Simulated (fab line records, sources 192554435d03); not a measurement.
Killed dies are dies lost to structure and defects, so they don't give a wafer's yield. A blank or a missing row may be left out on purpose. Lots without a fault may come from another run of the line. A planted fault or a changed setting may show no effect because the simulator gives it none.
Chamber matching | flow n5_finfet | N5_BEOL_M8_ALD_77 on ald_metal-04: 4 sister chambers
The step deposits TaN, target thk 2 nm, pulse time 2 s, purge time 3 s. 7 wafers are shown with their chamber, then 9 later ones without.

WAFERS WITH THEIR CHAMBER
wafer  | chamber | heater_power_w (W) | heater_power_outer_w (W)
L079.1 | 0       | 396                | 235
L078.2 | 2       | 424                | 250
L081.1 | 2       | 426                | 254
L084.2 | 3       | 430                | 228
L084.5 | 3       | 427                | 231
L087.3 | 1       | 448                | 221
L087.5 | 1       | 438                | 214

WAFERS WITHOUT THEIR CHAMBER
wafer  | heater_power_w (W) | heater_power_outer_w (W)
L090.1 | 447                | 225
L090.3 | 436                | 237
L090.5 | 392                | 234
L094.1 | 391                | 238
L094.5 | 418                | 256
L094.6 | 437                | 233
L095.2 | 396                | 239
L095.4 | 412                | 253
L095.6 | 436                | 236

WHICH CHAMBER EACH WENT THROUGH
wafer  | from the rows above | in truth
L090.1 | 1                   | 1
L090.3 | 3                   | 3
L090.5 | 0                   | 0
L094.1 | 0                   | 0
L094.5 | 2                   | 2
L094.6 | 3                   | 3
L095.2 | 0                   | 0
L095.4 | 2                   | 2
L095.6 | 3                   | 3
Placed correctly: 9 of 9. Can't be placed from these rows: 0. Placed wrongly: 0.
How it was worked out, from the rows above alone: a wafer's distance from a chamber is the root of the sum, over the readings, of the square of ((its reading less the chamber's mean) divided by the reading's scatter). The wafer belongs to the nearest chamber; if the next one is less than 2 further off, it can't be placed. A chamber's mean is the mean of its shown wafers. The scatter: the root of (the sum of the squares of (reading less its chamber's mean) over the shown wafers, divided by (wafers less chambers)).
